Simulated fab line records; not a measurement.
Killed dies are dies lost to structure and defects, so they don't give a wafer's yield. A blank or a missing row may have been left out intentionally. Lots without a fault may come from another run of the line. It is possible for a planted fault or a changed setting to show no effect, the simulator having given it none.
What tool caused it? || flow n5-finfet || 24 lots, 72 wafers sampled, at 2 steps of a route of 1938

== WHAT THE GAUGES READ, wafer by wafer ==
N5_BEOL_M4_INSPECT_13: inspects for defects (brightfield).
{"lot": "L074", "measured": "day 7 09:52", "on": "defect-inspect-01", "raw-defect-count": "432 420 314"}
{"lot": "L075", "measured": "day 7 10:31", "on": "defect-inspect-01", "raw-defect-count": "413 439 418"}
{"lot": "L076", "measured": "day 7 20:04", "on": "defect-inspect-01", "raw-defect-count": "416 350 370"}
{"lot": "L077", "measured": "day 8 05:50", "on": "defect-inspect-02", "raw-defect-count": "383 389 464"}
{"lot": "L078", "measured": "day 8 06:25", "on": "defect-inspect-02", "raw-defect-count": "364 394 309"}
{"lot": "L079", "measured": "day 8 17:43", "on": "defect-inspect-02", "raw-defect-count": "456 498 416"}
{"lot": "L080", "measured": "day 8 21:41", "on": "defect-inspect-01", "raw-defect-count": "368 514 329"}
{"lot": "L081", "measured": "day 9 10:11", "on": "defect-inspect-02", "raw-defect-count": "591 417 504"}
{"lot": "L082", "measured": "day 9 12:46", "on": "defect-inspect-02", "raw-defect-count": "405 411 600"}
{"lot": "L084", "measured": "day 9 15:44", "on": "defect-inspect-02", "raw-defect-count": "359 479 403"}
{"lot": "L083", "measured": "day 9 15:55", "on": "defect-inspect-01", "raw-defect-count": "443 384 297"}
{"lot": "L085", "measured": "day 10 02:44", "on": "defect-inspect-02", "raw-defect-count": "472 458 472"}
{"lot": "L087", "measured": "day 11 01:29", "on": "defect-inspect-01", "raw-defect-count": "534 453 430"}
{"lot": "L086", "measured": "day 11 02:44", "on": "defect-inspect-01", "raw-defect-count": "400 403 470"}
{"lot": "L088", "measured": "day 11 04:22", "on": "defect-inspect-01", "raw-defect-count": "384 386 571"}
{"lot": "L089", "measured": "day 11 20:28", "on": "defect-inspect-02", "raw-defect-count": "461 433 471"}
{"lot": "L090", "measured": "day 12 03:37", "on": "defect-inspect-02", "raw-defect-count": "410 536 430"}
{"lot": "L091", "measured": "day 12 03:55", "on": "defect-inspect-02", "raw-defect-count": "303 328 265"}
{"lot": "L093", "measured": "day 12 04:07", "on": "defect-inspect-01", "raw-defect-count": "430 493 562"}
{"lot": "L092", "measured": "day 12 07:07", "on": "defect-inspect-02", "raw-defect-count": "313 257 291"}
{"lot": "L095", "measured": "day 12 15:55", "on": "defect-inspect-01", "raw-defect-count": "382 435 301"}
{"lot": "L094", "measured": "day 13 02:21", "on": "defect-inspect-01", "raw-defect-count": "408 492 537"}
{"lot": "L097", "measured": "day 13 16:55", "on": "defect-inspect-02", "raw-defect-count": "447 415 381"}
{"lot": "L096", "measured": "day 13 22:39", "on": "defect-inspect-01", "raw-defect-count": "484 380 431"}

== WHAT TOOL EACH LOT RAN ON (gives the tool, then ch and the chambers of the sampled wafers, and finally the start) ==
{"lot": "L074", "N5_BEOL_M4_PECVD_72": "pecvd-01 ch 0,1,2, day 7 08:04"}
{"lot": "L075", "N5_BEOL_M4_PECVD_72": "pecvd-02 ch 0,1, day 7 09:17"}
{"lot": "L076", "N5_BEOL_M4_PECVD_72": "pecvd-01 ch 0,1,2, day 7 18:44"}
{"lot": "L077", "N5_BEOL_M4_PECVD_72": "pecvd-01 ch 0,2, day 8 02:26"}
{"lot": "L078", "N5_BEOL_M4_PECVD_72": "pecvd-02 ch 0,2, day 8 04:17"}
{"lot": "L079", "N5_BEOL_M4_PECVD_72": "pecvd-03 ch 0,2, day 8 15:50"}
{"lot": "L080", "N5_BEOL_M4_PECVD_72": "pecvd-02 ch 0,2, day 8 21:07"}
{"lot": "L081", "N5_BEOL_M4_PECVD_72": "pecvd-02 ch 0,1,2, day 9 09:18"}
{"lot": "L082", "N5_BEOL_M4_PECVD_72": "pecvd-02 ch 0,2, day 9 10:38"}
{"lot": "L084", "N5_BEOL_M4_PECVD_72": "pecvd-02 ch 0,2, day 9 13:02"}
{"lot": "L083", "N5_BEOL_M4_PECVD_72": "pecvd-03 ch 0,2, day 9 13:25"}
{"lot": "L085", "N5_BEOL_M4_PECVD_72": "pecvd-01 ch 1,2, day 10 01:29"}
{"lot": "L087", "N5_BEOL_M4_PECVD_72": "pecvd-03 ch 0,1, day 10 21:17"}
{"lot": "L086", "N5_BEOL_M4_PECVD_72": "pecvd-02 ch 0,1, day 11 01:29"}
{"lot": "L088", "N5_BEOL_M4_PECVD_72": "pecvd-02 ch 0,1, day 11 03:20"}
{"lot": "L089", "N5_BEOL_M4_PECVD_72": "pecvd-03 ch 1,2, day 11 19:40"}
{"lot": "L090", "N5_BEOL_M4_PECVD_72": "pecvd-03 ch 0,1,2, day 12 00:12"}
{"lot": "L091", "N5_BEOL_M4_PECVD_72": "pecvd-02 ch 0,1,2, day 12 00:56"}
{"lot": "L093", "N5_BEOL_M4_PECVD_72": "pecvd-02 ch 0,2, day 12 02:20"}
{"lot": "L092", "N5_BEOL_M4_PECVD_72": "pecvd-01 ch 0,1,2, day 12 04:34"}
{"lot": "L095", "N5_BEOL_M4_PECVD_72": "pecvd-02 ch 0,1, day 12 15:17"}
{"lot": "L094", "N5_BEOL_M4_PECVD_72": "pecvd-01 ch 0,1,2, day 12 18:36"}
{"lot": "L097", "N5_BEOL_M4_PECVD_72": "pecvd-02 ch 1,2, day 13 15:42"}
{"lot": "L096", "N5_BEOL_M4_PECVD_72": "pecvd-02 ch 0,1,2, day 13 22:01"}
- N5_BEOL_M4_PECVD_72: deposits SiO2 from TEOS/O2, target thk 16 nm, time 18 s.

== AS READ BY THE TOOLS THEMSELVES (means over the sampled wafers that have a number; for cases with no such wafer, the mark the record gives instead) ==
N5_BEOL_M4_PECVD_72.
{"lot": "L074", "tool": "pecvd-01", "heater-power-outer-w (W)": 415, "heater-power-w (W)": 702, "rf-fwd-power-W (W)": 445.9, "showerhead-plenum-p-Torr (Torr)": 8.78, "throttle-valve-pct (%)": 22.2}
{"lot": "L075", "tool": "pecvd-02", "heater-power-outer-w (W)": 538, "heater-power-w (W)": 874, "rf-fwd-power-W (W)": 446.2, "showerhead-plenum-p-Torr (Torr)": 8.81, "throttle-valve-pct (%)": 23.3}
{"lot": "L076", "tool": "pecvd-01", "heater-power-outer-w (W)": 413, "heater-power-w (W)": 699, "rf-fwd-power-W (W)": 445.1, "showerhead-plenum-p-Torr (Torr)": 8.77, "throttle-valve-pct (%)": 21.9}
{"lot": "L077", "tool": "pecvd-01", "heater-power-outer-w (W)": 409, "heater-power-w (W)": 699, "rf-fwd-power-W (W)": 444.6, "showerhead-plenum-p-Torr (Torr)": 8.76, "throttle-valve-pct (%)": 22.4}
{"lot": "L078", "tool": "pecvd-02", "heater-power-outer-w (W)": 379, "heater-power-w (W)": 712, "rf-fwd-power-W (W)": 445.2, "showerhead-plenum-p-Torr (Torr)": 8.76, "throttle-valve-pct (%)": 22.1}
{"lot": "L079", "tool": "pecvd-03", "heater-power-outer-w (W)": 465, "heater-power-w (W)": 763, "rf-fwd-power-W (W)": 446.0, "showerhead-plenum-p-Torr (Torr)": 8.74, "throttle-valve-pct (%)": 21.7}
{"lot": "L080", "tool": "pecvd-02", "heater-power-outer-w (W)": 365, "heater-power-w (W)": 664, "rf-fwd-power-W (W)": 448.3, "showerhead-plenum-p-Torr (Torr)": 8.77, "throttle-valve-pct (%)": 22.8}
{"lot": "L081", "tool": "pecvd-02", "heater-power-outer-w (W)": 471, "heater-power-w (W)": 805, "rf-fwd-power-W (W)": 444.7, "showerhead-plenum-p-Torr (Torr)": 8.79, "throttle-valve-pct (%)": 22.9}
{"lot": "L082", "tool": "pecvd-02", "heater-power-outer-w (W)": 397, "heater-power-w (W)": 700, "rf-fwd-power-W (W)": 445.9, "showerhead-plenum-p-Torr (Torr)": 8.75, "throttle-valve-pct (%)": 23.0}
{"lot": "L084", "tool": "pecvd-02", "heater-power-outer-w (W)": 432, "heater-power-w (W)": 789, "rf-fwd-power-W (W)": 445.3, "showerhead-plenum-p-Torr (Torr)": 8.78, "throttle-valve-pct (%)": 22.2}
{"lot": "L083", "tool": "pecvd-03", "heater-power-outer-w (W)": 480, "heater-power-w (W)": 787, "rf-fwd-power-W (W)": 443.4, "showerhead-plenum-p-Torr (Torr)": 8.75, "throttle-valve-pct (%)": 21.4}
{"lot": "L085", "tool": "pecvd-01", "heater-power-outer-w (W)": 403, "heater-power-w (W)": 660, "rf-fwd-power-W (W)": 446.3, "showerhead-plenum-p-Torr (Torr)": 8.79, "throttle-valve-pct (%)": 21.7}
{"lot": "L087", "tool": "pecvd-03", "heater-power-outer-w (W)": 472, "heater-power-w (W)": 765, "rf-fwd-power-W (W)": 443.9, "showerhead-plenum-p-Torr (Torr)": 8.71, "throttle-valve-pct (%)": 22.2}
{"lot": "L086", "tool": "pecvd-02", "heater-power-outer-w (W)": 417, "heater-power-w (W)": 703, "rf-fwd-power-W (W)": 446.5, "showerhead-plenum-p-Torr (Torr)": 8.77, "throttle-valve-pct (%)": 23.8}
{"lot": "L088", "tool": "pecvd-02", "heater-power-outer-w (W)": 521, "heater-power-w (W)": 860, "rf-fwd-power-W (W)": 446.2, "showerhead-plenum-p-Torr (Torr)": 8.81, "throttle-valve-pct (%)": 23.5}
{"lot": "L089", "tool": "pecvd-03", "heater-power-outer-w (W)": 429, "heater-power-w (W)": 730, "rf-fwd-power-W (W)": 446.2, "showerhead-plenum-p-Torr (Torr)": 8.76, "throttle-valve-pct (%)": 21.5}
{"lot": "L090", "tool": "pecvd-03", "heater-power-outer-w (W)": 464, "heater-power-w (W)": 765, "rf-fwd-power-W (W)": 445.2, "showerhead-plenum-p-Torr (Torr)": 8.72, "throttle-valve-pct (%)": 21.9}
{"lot": "L091", "tool": "pecvd-02", "heater-power-outer-w (W)": 464, "heater-power-w (W)": 789, "rf-fwd-power-W (W)": 445.2, "showerhead-plenum-p-Torr (Torr)": 8.78, "throttle-valve-pct (%)": 22.9}
{"lot": "L093", "tool": "pecvd-02", "heater-power-outer-w (W)": 400, "heater-power-w (W)": 709, "rf-fwd-power-W (W)": 446.2, "showerhead-plenum-p-Torr (Torr)": 8.76, "throttle-valve-pct (%)": 23.1}
{"lot": "L092", "tool": "pecvd-01", "heater-power-outer-w (W)": 422, "heater-power-w (W)": 704, "rf-fwd-power-W (W)": 446.2, "showerhead-plenum-p-Torr (Torr)": 8.78, "throttle-valve-pct (%)": 22.1}
{"lot": "L095", "tool": "pecvd-02", "heater-power-outer-w (W)": 468, "heater-power-w (W)": 771, "rf-fwd-power-W (W)": 446.3, "showerhead-plenum-p-Torr (Torr)": 8.82, "throttle-valve-pct (%)": 23.4}
{"lot": "L094", "tool": "pecvd-01", "heater-power-outer-w (W)": 399, "heater-power-w (W)": 674, "rf-fwd-power-W (W)": 445.5, "showerhead-plenum-p-Torr (Torr)": 8.79, "throttle-valve-pct (%)": 22.2}
{"lot": "L097", "tool": "pecvd-02", "heater-power-outer-w (W)": 544, "heater-power-w (W)": 924, "rf-fwd-power-W (W)": 445.4, "showerhead-plenum-p-Torr (Torr)": 8.80, "throttle-valve-pct (%)": 22.3}
{"lot": "L096", "tool": "pecvd-02", "heater-power-outer-w (W)": 495, "heater-power-w (W)": 854, "rf-fwd-power-W (W)": 445.6, "showerhead-plenum-p-Torr (Torr)": 8.77, "throttle-valve-pct (%)": 22.9}

== THE ANSWER, worked out from the rows above alone ==
Rule: the usual values come from the lots themselves. Put in order of their means at a reading, lots are off if they are a third of the lots or fewer, leave a main group of 4 or more, and stand apart from it by a gap of 3 or more times the standard deviation of the main group's means; of several such gaps the widest counts. A main group is skipped when, at the precision printed for the reading in the tables above, its means are all equal. Also off: a lot with no number at a reading for which 4 or more lots have one. All remaining lots with rows at the step are treated as sound. First the gauges in route order, then the tools' own readings, where a lot's mean is used as printed above. The first step at which some lot is off is used, and at that step the reading that is off furthest; a lot without a number counts as furthest.
No lot is off on any of the readings shown, so nothing can be concluded from this.

== WHAT THE SIMULATOR HAD INSERTED ==
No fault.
